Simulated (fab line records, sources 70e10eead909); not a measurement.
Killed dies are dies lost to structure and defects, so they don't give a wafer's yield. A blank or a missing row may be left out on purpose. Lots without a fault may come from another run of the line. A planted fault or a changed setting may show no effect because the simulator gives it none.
Chamber matching | flow nand_harc | NHARC_A_STAIRCASE_DESCUM_270 on rie_diel-13: 4 sister chambers
The step chemistry O2, time 3 s. 8 wafers are shown with their chamber, then 9 later ones without.

WAFERS WITH THEIR CHAMBER
wafer  | chamber | showerhead_plenum_p_Torr (Torr) | oes_product_au (a.u.)
L084.3 | 0       | 1.95                            | 1.001
L084.6 | 3       | 1.93                            | 1.006
L085.3 | 2       | 1.92                            | 1.014
L085.4 | 1       | 2.03                            | 1.001
L085.5 | 3       | 1.92                            | 1.005
L087.3 | 0       | 1.94                            | 1.000
L087.5 | 2       | 1.92                            | 1.011
L087.6 | 1       | 2.02                            | 0.998

WAFERS WITHOUT THEIR CHAMBER
wafer  | showerhead_plenum_p_Torr (Torr) | oes_product_au (a.u.)
L088.1 | 1.92                            | 1.004
L088.3 | 2.02                            | 0.999
L088.6 | 1.92                            | 1.022
L091.3 | 1.91                            | 1.004
L091.4 | 1.92                            | 1.011
L091.5 | 1.92                            | 1.018
L094.1 | 1.94                            | 0.998
L094.2 | 1.91                            | 1.005
L094.5 | 1.91                            | 0.992

WHICH CHAMBER EACH WENT THROUGH
wafer  | from the rows above     | in truth
L088.1 | 3                       | 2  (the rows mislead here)
L088.3 | 1                       | 1
L088.6 | 2                       | 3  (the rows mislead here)
L091.3 | 3                       | 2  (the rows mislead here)
L091.4 | 2                       | 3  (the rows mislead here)
L091.5 | 2                       | 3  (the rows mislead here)
L094.1 | 0                       | 0
L094.2 | 3                       | 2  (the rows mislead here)
L094.5 | can't be placed: 0 or 3 | 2
Placed correctly: 2 of 9. Can't be placed from these rows: 1 (the true chamber is among the candidates in 0). Placed wrongly: 6.
How it was worked out, from the rows above alone: a wafer's distance from a chamber is the root of the sum, over the readings, of the square of ((its reading less the chamber's mean) divided by the reading's scatter). The wafer belongs to the nearest chamber; if the next one is less than 2 further off, it can't be placed. A chamber's mean is the mean of its shown wafers. The scatter: the root of (the sum of the squares of (reading less its chamber's mean) over the shown wafers, divided by (wafers less chambers)).
